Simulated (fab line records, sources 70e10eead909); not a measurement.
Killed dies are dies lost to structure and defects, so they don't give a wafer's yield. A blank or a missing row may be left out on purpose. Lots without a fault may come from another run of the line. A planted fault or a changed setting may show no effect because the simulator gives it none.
Which tool did it? | flow nand_harc | 9 lots, 27 wafers sampled, at 9 steps of a route of 1302

WHAT THE GAUGES READ, wafer by wafer
NHARC_A_ONON_D1_THK_MEAS_30: measures by ellipsometry.
lot  | measured     | on            | thk_nm (nm)
L562 | day 8 04:43  | film_metro-02 | 1001 1001 1001
L563 | day 8 14:22  | film_metro-02 | 992 995 993
L568 | day 10 20:01 | film_metro-02 | 999 997 999
L569 | day 11 03:39 | film_metro-02 | 1007 1007 1007
L570 | day 11 21:41 | film_metro-02 | 993 991 992
L579 | day 15 02:16 | film_metro-01 | 1004 1004 1004
L581 | day 16 04:29 | film_metro-02 | 1007 1007 1006
L583 | day 16 16:08 | film_metro-01 | 1001 1000 1000
L585 | day 18 04:31 | film_metro-01 | 1006 1006 1005

NHARC_A_CHANNEL_HOLE_D1_CD_MEAS_10: target cd 100 nm.
lot  | measured     | on        | cd_nm (nm)
L562 | day 8 08:59  | cd_sem-02 | 100.1 100.3 100.3
L563 | day 8 17:35  | cd_sem-03 | 99.9 100.1 99.8
L568 | day 10 23:08 | cd_sem-02 | 100.4 100.1 100.0
L569 | day 11 07:00 | cd_sem-01 | 100.7 100.3 100.4
L570 | day 12 00:57 | cd_sem-02 | 100.0 100.2 100.6
L579 | day 15 05:31 | cd_sem-02 | 100.3 100.0 100.5
L581 | day 16 11:28 | cd_sem-01 | 100.3 114.9 100.6
L583 | day 17 00:07 | cd_sem-03 | 114.8 100.1 114.6
L585 | day 18 07:47 | cd_sem-03 | 100.0 99.8 100.0

NHARC_A_CHANNEL_HOLE_D1_CD_MEAS_18.
lot  | measured     | on        | cd_nm (nm)
L562 | day 8 10:16  | cd_sem-01 | 103.3 98.7 99.2
L563 | day 8 18:53  | cd_sem-03 | 101.8 101.4 102.8
L568 | day 11 00:38 | cd_sem-01 | 101.6 99.6 97.4
L569 | day 11 08:30 | cd_sem-01 | 100.0 97.6 98.1
L570 | day 12 02:14 | cd_sem-02 | 98.6 97.1 95.8
L579 | day 15 06:49 | cd_sem-03 | 99.5 98.8 97.4
L581 | day 16 12:46 | cd_sem-03 | 100.6 116.4 101.9
L583 | day 17 01:25 | cd_sem-03 | 115.3 100.5 114.0
L585 | day 18 09:17 | cd_sem-02 | 96.1 97.7 98.2

NHARC_END_WLT_00.
lot  | measured     | on        | VT_DECK1_BOTTOM   | VT_DECK1_BOTTOM_INNER | VT_DECK1_MEDIAN_NEAR_BOTTOM | VT_DECK1_MEDIAN_NEAR_BOTTOM_INNER | VT_DECK1_MIDDLE   | VT_DECK1_MIDDLE_INNER | VT_DECK1_TOP      | VT_DECK1_TOP_INNER | VT_DECK2_BOTTOM   | VT_DECK2_BOTTOM_INNER | VT_DECK2_MEDIAN_NEAR_BOTTOM | VT_DECK2_MEDIAN_NEAR_BOTTOM_INNER | VT_DECK2_MIDDLE   | VT_DECK2_MIDDLE_INNER | VT_DECK2_TOP      | VT_DECK2_TOP_INNER
L562 | day 23 17:02 | prober-02 | 0.871 0.864 0.873 | 0.867 0.873 0.876     | 0.871 0.880 0.865           | 0.876 0.883 0.870                 | 0.887 0.886 0.888 | 0.894 0.891 0.887     | 0.897 0.894 0.908 | 0.893 0.897 0.903  | 0.881 0.868 0.879 | 0.878 0.873 0.884     | 0.880 0.870 0.881           | 0.880 0.870 0.880                 | 0.892 0.880 0.894 | 0.890 0.887 0.900     | 0.902 0.906 0.905 | 0.901 0.901 0.893
L563 | day 25 02:19 | prober-02 | 0.867 0.865 0.867 | 0.861 0.867 0.856     | 0.870 0.866 0.858           | 0.867 0.864 0.862                 | 0.883 0.885 0.870 | 0.878 0.888 0.871     | 0.884 0.882 0.892 | 0.880 0.888 0.896  | 0.868 0.881 0.877 | 0.870 0.882 0.881     | 0.874 0.877 0.873           | 0.878 0.881 0.873                 | 0.881 0.884 0.888 | 0.885 0.888 0.887     | 0.897 0.898 0.896 | 0.899 0.901 0.903
L568 | day 30 22:15 | prober-01 | 0.868 0.878 0.871 | 0.870 0.876 0.863     | 0.868 0.871 0.863           | 0.866 0.873 0.865                 | 0.886 0.889 0.878 | 0.887 0.885 0.883     | 0.899 0.887 0.893 | 0.898 0.893 0.891  | 0.871 0.877 0.881 | 0.876 0.867 0.879     | 0.880 0.877 0.881           | 0.878 0.876 0.886                 | 0.896 0.887 0.891 | 0.886 0.888 0.888     | 0.906 0.904 0.911 | 0.902 0.898 0.914
L569 | day 31 06:35 | prober-02 | 0.864 0.875 0.860 | 0.868 0.866 0.864     | 0.876 0.871 0.864           | 0.866 0.871 0.880                 | 0.877 0.886 0.870 | 0.872 0.875 0.872     | 0.888 0.892 0.892 | 0.889 0.896 0.883  | 0.889 0.877 0.886 | 0.882 0.882 0.885     | 0.895 0.890 0.881           | 0.879 0.883 0.882                 | 0.896 0.896 0.907 | 0.909 0.896 0.900     | 0.920 0.905 0.904 | 0.905 0.908 0.909
L570 | day 31 14:14 | prober-01 | 0.875 0.875 0.879 | 0.883 0.867 0.869     | 0.877 0.869 0.883           | 0.873 0.871 0.881                 | 0.894 0.886 0.897 | 0.899 0.887 0.897     | 0.899 0.907 0.900 | 0.899 0.895 0.899  | 0.875 0.865 0.872 | 0.872 0.881 0.877     | 0.870 0.859 0.869           | 0.870 0.861 0.860                 | 0.887 0.885 0.881 | 0.881 0.883 0.887     | 0.898 0.894 0.896 | 0.895 0.899 0.903
L579 | day 32 05:29 | prober-02 | 0.871 0.867 0.871 | 0.870 0.860 0.861     | 0.867 0.869 0.865           | 0.868 0.870 0.870                 | 0.878 0.878 0.885 | 0.873 0.875 0.877     | 0.885 0.888 0.885 | 0.883 0.885 0.895  | 0.876 0.879 0.875 | 0.871 0.879 0.883     | 0.873 0.880 0.889           | 0.870 0.880 0.887                 | 0.889 0.885 0.893 | 0.892 0.892 0.883     | 0.903 0.906 0.900 | 0.897 0.896 0.899
L581 | day 33 04:53 | prober-01 | 0.875 0.901 0.875 | 0.870 0.899 0.876     | 0.871 0.902 0.884           | 0.881 0.918 0.881                 | 0.882 0.922 0.890 | 0.888 0.915 0.888     | 0.905 0.928 0.894 | 0.901 0.927 0.907  | 0.869 0.858 0.868 | 0.859 0.868 0.865     | 0.864 0.870 0.856           | 0.863 0.865 0.866                 | 0.877 0.885 0.884 | 0.881 0.878 0.879     | 0.888 0.891 0.889 | 0.890 0.895 0.883
L583 | day 33 13:09 | prober-01 | 0.900 0.876 0.904 | 0.904 0.872 0.905     | 0.896 0.876 0.903           | 0.908 0.866 0.907                 | 0.908 0.887 0.919 | 0.911 0.881 0.911     | 0.915 0.889 0.918 | 0.929 0.898 0.921  | 0.854 0.861 0.864 | 0.850 0.858 0.862     | 0.861 0.874 0.869           | 0.860 0.865 0.865                 | 0.871 0.869 0.872 | 0.870 0.875 0.874     | 0.882 0.883 0.886 | 0.887 0.889 0.889
L585 | day 34 12:46 | prober-02 | 0.856 0.865 0.862 | 0.864 0.863 0.861     | 0.857 0.863 0.863           | 0.856 0.863 0.860                 | 0.866 0.879 0.873 | 0.872 0.872 0.874     | 0.883 0.885 0.889 | 0.877 0.887 0.885  | 0.862 0.876 0.870 | 0.868 0.867 0.870     | 0.874 0.873 0.870           | 0.857 0.863 0.869                 | 0.880 0.876 0.873 | 0.888 0.880 0.884     | 0.897 0.892 0.903 | 0.896 0.896 0.887

NHARC_END_SORT_01.
lot  | measured     | on        | killed_at_array | killed_at_other | killed_at_periphery | killed_dies | killed_open | killed_short
L581 | day 33 07:53 | prober-01 | 69 167 74       | 0 0 0           | 1 2 0               | 70 169 74   | 6 2 2       | 2 1 2
L583 | day 33 16:25 | prober-01 | 176 64 166      | 2 1 0           | 8 14 12             | 186 79 178  | 4 5 7       | 3 5 6

WHICH TOOL RAN EACH LOT (tool, then ch and the chambers of the sampled wafers, then the start)
lot  | NHARC_A_CHANNEL_HOLE_D1_PEB_08    | NHARC_A_CHANNEL_HOLE_D1_ETCH_34               | NHARC_A_CHANNEL_HOLE_D1_ETCH_22  | NHARC_A_CHANNEL_HOLE_D1_XSEM_31
L562 | litho_track-06 ch 0, day 8 08:54  | rie_diel-08 ch 0,2,3, day 8 10:16 or earlier  | har_etch-02 ch 0,1, day 8 11:15  | xsem-01 ch 0, day 8 16:01
L563 | litho_track-01 ch 0, day 8 17:31  | rie_diel-08 ch 1,2,3, day 8 18:53 or earlier  | har_etch-02 ch 0,1, day 8 19:55  | xsem-01 ch 0, day 9 00:38
L568 | litho_track-01 ch 0, day 10 23:04 | rie_diel-08 ch 1,3, day 11 00:38 or earlier   | har_etch-02 ch 0,1, day 11 05:40 | xsem-01 ch 0, day 11 10:18
L569 | litho_track-04 ch 0, day 11 06:55 | rie_diel-08 ch 1,2, day 11 08:30 or earlier   | har_etch-01 ch 0,1, day 11 09:49 | xsem-02 ch 0, day 11 14:34
L570 | litho_track-01 ch 0, day 12 00:52 | rie_diel-08 ch 0,2,3, day 12 02:14 or earlier | har_etch-02 ch 0, day 12 03:16   | xsem-01 ch 0, day 12 07:55
L579 | litho_track-06 ch 0, day 15 05:26 | rie_diel-08 ch 0,3, day 15 06:49 or earlier   | har_etch-02 ch 0,1, day 15 07:46 | xsem-02 ch 0, day 15 12:32
L581 | litho_track-01 ch 0, day 16 11:23 | rie_diel-04 ch 0,3, day 16 12:46 or earlier   | har_etch-01 ch 0,1, day 16 13:42 | xsem-02 ch 0, day 16 18:26
L583 | litho_track-01 ch 0, day 17 00:02 | rie_diel-08 ch 0,3, day 17 01:25 or earlier   | har_etch-01 ch 0,1, day 17 08:02 | xsem-01 ch 0, day 17 12:43
L585 | litho_track-04 ch 0, day 18 07:43 | rie_diel-10 ch 1,2,3, day 18 09:17 or earlier | har_etch-02 ch 0,1, day 18 10:14 | xsem-02 ch 0, day 18 14:57
- NHARC_A_CHANNEL_HOLE_D1_PEB_08: peb time 65 s.
- NHARC_A_CHANNEL_HOLE_D1_ETCH_34: etches the open film in CF4/CHF3, target depth 154 nm, time 77 s.
- NHARC_A_CHANNEL_HOLE_D1_ETCH_22: etches the open film in C4F8/O2/Ar, time 666.7 s, target depth 1600 nm.
- NHARC_A_CHANNEL_HOLE_D1_XSEM_31

WHAT THE TOOLS THEMSELVES READ (means of the sampled wafers that have a number; where no wafer has one, the mark that the record gives instead)
NHARC_A_CHANNEL_HOLE_D1_ETCH_34.
lot  | tool        | drypump_motor_current_A (A) | oes_product_au (a.u.) | rf_vpp_V (V) | showerhead_plenum_p_Torr (Torr) | throttle_valve_pct (%)
L562 | rie_diel-08 | 5.3                         | 0.915                 | 370.5        | 1.59                            | 16.806
L563 | rie_diel-08 | 5.5                         | 0.919                 | 371.8        | 1.59                            | 16.810
L568 | rie_diel-08 | 5.7                         | 0.967                 | 372.1        | 1.61                            | 16.809
L569 | rie_diel-08 | 5.3                         | 0.965                 | 369.9        | 1.57                            | 16.801
L570 | rie_diel-08 | 5.3                         | 0.924                 | 371.1        | 1.59                            | 16.799
L579 | rie_diel-08 | 5.5                         | 0.960                 | 369.1        | 1.54                            | 16.804
L581 | rie_diel-04 | 5.5                         | 0.969                 | 369.4        | 1.52                            | 16.801
L583 | rie_diel-08 | 5.5                         | 0.973                 | 372.0        | 1.60                            | 16.800
L585 | rie_diel-10 | 5.8                         | 0.921                 | 371.4        | 1.59                            | 16.798

NHARC_A_CHANNEL_HOLE_D1_ETCH_22.
lot  | tool        | drypump_motor_current_A (A) | o2_flow_sccm (sccm) | showerhead_plenum_p_Torr (Torr) | throttle_valve_pct (%)
L562 | har_etch-02 | 5.7                         | 35.78               | 3.64                            | 32.162
L563 | har_etch-02 | 5.4                         | 35.59               | 3.62                            | 32.156
L568 | har_etch-02 | 5.3                         | 35.58               | 3.60                            | 32.158
L569 | har_etch-01 | 5.5                         | 35.76               | 3.67                            | 32.157
L570 | har_etch-02 | 4.9                         | 35.69               | 3.58                            | 32.147
L579 | har_etch-02 | 5.7                         | 35.62               | 3.58                            | 32.147
L581 | har_etch-01 | 5.4                         | 35.62               | 3.66                            | 32.163
L583 | har_etch-01 | 5.3                         | 35.74               | 3.65                            | 32.159
L585 | har_etch-02 | 5.7                         | 35.67               | 3.92                            | 32.151

NHARC_A_CHANNEL_HOLE_D1_XSEM_31.
lot  | tool    | bot_cd_nm (nm) | bow_nm (nm) | tilt_deg (degrees)
L562 | xsem-01 | 74.2           | 8.42        | 0.06
L563 | xsem-01 | 74.6           | 8.19        | 0.07
L568 | xsem-01 | 74.3           | 8.55        | 0.07
L569 | xsem-02 | 75.1           | 8.99        | 0.03
L570 | xsem-01 | 74.7           | 8.84        | 0.09
L579 | xsem-02 | 75.8           | 8.95        | 0.09
L581 | xsem-02 | 80.9           | 8.90        | 0.06
L583 | xsem-01 | 85.2           | 8.92        | 0.01
L585 | xsem-02 | 73.6           | 8.30        | 0.12

THE ANSWER, worked out from the rows above alone
Rule: what is usual is taken from the lots themselves. Put in order of their means at a reading, lots are off if they are a third of the lots or fewer, leave a main group of 4 or more, and stand apart from it by a gap of 3 or more times the standard deviation of the main group's means; of several such gaps the widest counts. A main group whose means are all the same, to the digits that the tables above print for the reading, isn't used. A lot without any number at a reading at which 4 lots or more have one is off too. The other lots that the step has rows for count as sound. The gauges are gone through in route order, then the tools' own readings, and for those a lot's mean is taken as printed above. The first step at which some lot is off is used, and at that step the reading that is off furthest; a lot without a number counts as furthest.
Off: L581, L583, at NHARC_A_CHANNEL_HOLE_D1_CD_MEAS_10 (cd_nm). The main group: mean 100.2 nm, standard deviation 0.18.
A tool fits if, at a process step before that reading, it ran every lot that is off, and no sound lot after the first of them. The gauges at NHARC_A_CHANNEL_HOLE_D1_CD_MEAS_10 aren't tried: what is off there is off at NHARC_END_WLT_00 too, on other tools, and a gauge's error can't cause that. One fits: litho_track-01 at NHARC_A_CHANNEL_HOLE_D1_PEB_08. Its last sound lot is L570 (day 12 00:52), its first lot that is off L581 (day 16 11:23): a fault that began between those two fits.

WHAT THE SIMULATOR HAD PUT IN
Process parameter drift: litho_track-01, from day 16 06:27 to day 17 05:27, at NHARC_A_CHANNEL_HOLE_D1_PEB_08. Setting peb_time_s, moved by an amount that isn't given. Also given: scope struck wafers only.
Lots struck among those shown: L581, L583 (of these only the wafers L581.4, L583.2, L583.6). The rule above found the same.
